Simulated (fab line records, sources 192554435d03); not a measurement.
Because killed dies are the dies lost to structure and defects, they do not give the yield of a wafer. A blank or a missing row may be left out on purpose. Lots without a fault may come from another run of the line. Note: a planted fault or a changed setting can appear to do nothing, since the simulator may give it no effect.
Comparing a struck lot with a sound one    flow n5-finfet    36 out of 1938 route steps
Sound: wafers L561.1, L561.4, L561.6. Struck: wafer L554.1 (left out: L554.3, L554.6 of the same lot, which were not struck); the cause appears at the end.
Each step with rows lists, per side, the tool, then ch with its chambers, then its first start. Under that, the readings that differ: sound wafers    struck wafers    difference of the means    sigmas: that difference in standard deviations of wafers without a fault.
alike: readings whose means differ by less than 2 such deviations, and words and numbers that are the same on both sides. not compared: withheld readings, readings that some wafer has no value for, bounds like >300 that may hide the same value, and numbers for which the record gives no deviation and whose values overlap.
A row with sigmas, a row that says differs or no value, or rows on one side alone: a step with any of these is where the two part. Numbers that don't overlap but have no deviation are shown without sigmas and don't part them. A reading that every wafer of one side lacks parts them only if that side has two wafers or more.

first, 8 steps without rows for these wafers: N5_BEOL_M10_SPUTTER_48 (material Cu, target thk 12 nm, time 2 s); N5_BEOL_M10_ECD_50 (material Cu, target thk 318 nm); N5_BEOL_M10_ANNEAL_51 (time 90 s); N5_BEOL_M10_CMP_52 (polishes, stops on SiCOH lowk, t overpolish 7 s, target thk 140 nm); N5_BEOL_M10_PRE_CLEAN_55 (time 15 s); N5_BEOL_M10_DEP_56 (deposits SiCN from 3MS/NH3, target thk 15 nm, time 26.5 s); N5_BEOL_M11_ILD_DEP_00 (deposits SiCOH lowk from DEMS/porogen, target thk 308.51 nm, time 58 s); N5_BEOL_M11_CURE_71 (cures SiCOH lowk, time 240 s).
N5_BEOL_M11_PECVD_70: deposits SiO2 from TEOS/O2, target thk 20 nm, time 22.7 s.
  sound on pecvd-02 ch 0,1, day 17 14:56; struck on pecvd-04 ch 1, day 15 06:28
reading                                      sound           struck  difference  sigmas
model.SiO2_of_BEOL_M11_PECVD_70.thk-nm (nm)  20.2 20.8 20.4  10.2    -10.3       
  alike: heater-power-w, showerhead-plenum-p-Torr, throttle-valve-pct
then, 24 steps without rows for these wafers: N5_BEOL_M11_HM_DEP_02 (deposits TiN, target thk 20 nm); N5_BEOL_M11_COAT_59 (time 60 s, resist thk 100 nm); N5_BEOL_M11_COAT_60 (time 60 s, resist thk 30 nm); N5_BEOL_M11_COAT_05 (resist thk 90 nm); N5_BEOL_M11_EBR_07; N5_BEOL_M11_SOFTBAKE_06 (time 60 s); N5_BEOL_M11_EXPOSE_08 (exposes mask M11); N5_BEOL_M11_PEB_09 (peb time 60 s); N5_BEOL_M11_DEVELOP_10 (develop time 30 s); N5_BEOL_M11_DESCUM_16 (chemistry O2, time 7.9 s); N5_BEOL_M11_ETCH_61 (etches SiARC in CF4, target depth 39 nm, time 65 s); N5_BEOL_M11_ETCH_62 (etches SOC in N2/H2, target depth 110 nm, overetch 22 nm, time 165 s); N5_BEOL_M11_STRIP_68 (strips in N2/H2); N5_BEOL_M11_STRIP_67 (strips in CF4); N5_BEOL_M11_HM_OPEN_17 (chemistry Cl2/BCl3, target TiN, target depth 20 nm, overetch 6 nm); N5_BEOL_M11_STRIP_19 (strips in O2); N5_BEOL_M11_COAT_63 (time 60 s, resist thk 100 nm); N5_BEOL_M11_COAT_64 (time 60 s, resist thk 30 nm); N5_BEOL_M11_COAT_22 (resist thk 90 nm); N5_BEOL_M11_EBR_24; N5_BEOL_M11_SOFTBAKE_23 (time 60 s); N5_BEOL_M11_EXPOSE_25 (exposes mask V10); N5_BEOL_M11_PEB_26 (peb time 60 s); N5_BEOL_M11_DEVELOP_27 (develop time 30 s).
N5_BEOL_M11_HM_STRIP_39: strips TiN in peroxide tin strip, target depth 25 nm, time 158 s.
  sound on wet-bench-02 ch 0,1,3, day 17 18:50; struck on wet-bench-02 ch 0, day 15 13:19
reading                                      sound         struck  difference  sigmas
model.SiO2_of_BEOL_M11_PECVD_70.thk-nm (nm)  20 20.6 20.2  10.2    -10.1       
N5_BEOL_M11_CMP_52: polishes, stops on SiCOH lowk, t overpolish 7 s, target thk 140 nm.
  sound on cmp-04 ch 1,2,3, day 17 23:08; struck on cmp-04 ch 1, day 15 15:19
reading                       sound           struck  difference  sigmas
barrier-field-endpoint-s (s)  29.7 29.6 29.3  16.7    -12.8       -18
  alike: head-pressure-psi, motor-current-A, slurry-filter-dp-kPa
N5_PASSIVATION_PROBE_49:
  the record has rows for the struck wafers here (prober-01, day 17 10:00) and none for the sound ones

## WHERE THEY PART
Last at N5_PASSIVATION_PROBE_49 as far as this record goes, first at N5_BEOL_M11_CMP_52.

WHY: what had been put in by the simulator
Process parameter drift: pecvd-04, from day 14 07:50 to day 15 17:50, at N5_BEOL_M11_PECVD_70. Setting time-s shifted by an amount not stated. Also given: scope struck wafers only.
